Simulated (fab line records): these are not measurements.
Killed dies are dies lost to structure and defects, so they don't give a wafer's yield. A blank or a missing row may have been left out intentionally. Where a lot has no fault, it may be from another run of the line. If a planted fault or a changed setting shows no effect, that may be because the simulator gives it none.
Chamber matching :: flow n5 finfet :: 4 sister chambers for N5_GATE_CUT_DESCUM_18 on rie diel-01
The step chemistry O2, time 7 s. 4 wafers are shown with their chamber, then 11 later ones without.

## WAFERS, EACH WITH ITS CHAMBER
wafer: L084.1
chamber: 0
drypump motor current A (A): 5.3

wafer: L090.1
chamber: 3
drypump motor current A (A): 5.5

wafer: L090.6
chamber: 1
drypump motor current A (A): 5.6

wafer: L093.1
chamber: 2
drypump motor current A (A): 5.5

## WAFERS WITHOUT THEIR CHAMBER
wafer: L093.4
drypump motor current A (A): 5.5

wafer: L093.6
drypump motor current A (A): 5.3

wafer: L094.3
drypump motor current A (A): 5.3

wafer: L094.5
drypump motor current A (A): 5.3

wafer: L094.6
drypump motor current A (A): 5.5

wafer: L096.1
drypump motor current A (A): 5.6

wafer: L096.4
drypump motor current A (A): 5.2

wafer: L096.5
drypump motor current A (A): 5.5

wafer: L097.3
drypump motor current A (A): 5.5

wafer: L097.4
drypump motor current A (A): 5.6

wafer: L097.5
drypump motor current A (A): 5.5

## CHAMBER TAKEN BY EACH
wafer: L093.4
from the rows above: can't be placed: 2 or 3
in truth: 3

wafer: L093.6
from the rows above: 0
in truth: 0

wafer: L094.3
from the rows above: 0
in truth: 0

wafer: L094.5
from the rows above: 0
in truth: 0

wafer: L094.6
from the rows above: can't be placed: 2 or 3
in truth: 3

wafer: L096.1
from the rows above: 1
in truth: 1

wafer: L096.4
from the rows above: 0
in truth: 0

wafer: L096.5
from the rows above: can't be placed: 2 or 3
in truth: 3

wafer: L097.3
from the rows above: can't be placed: 2 or 3
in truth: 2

wafer: L097.4
from the rows above: 1
in truth: 1

wafer: L097.5
from the rows above: can't be placed: 2 or 3
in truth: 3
6 of 11 placed correctly. Unplaceable from these rows: 5, with the true chamber sitting among the candidates in 5. 0 placed wrongly.
How it was worked out, from the rows above alone: a wafer's distance from a chamber is the root of the sum, over the readings, of the square of ((its reading less the chamber's mean) divided by the reading's scatter). If the next closest chamber is less than 2 further off than the closest, the wafer can't be placed; otherwise it belongs to the closest. A chamber's mean is the mean of its shown wafers. The scatter: with one shown wafer a chamber, the root of the mean of the squares of how far each hidden wafer lies from its nearest shown one.
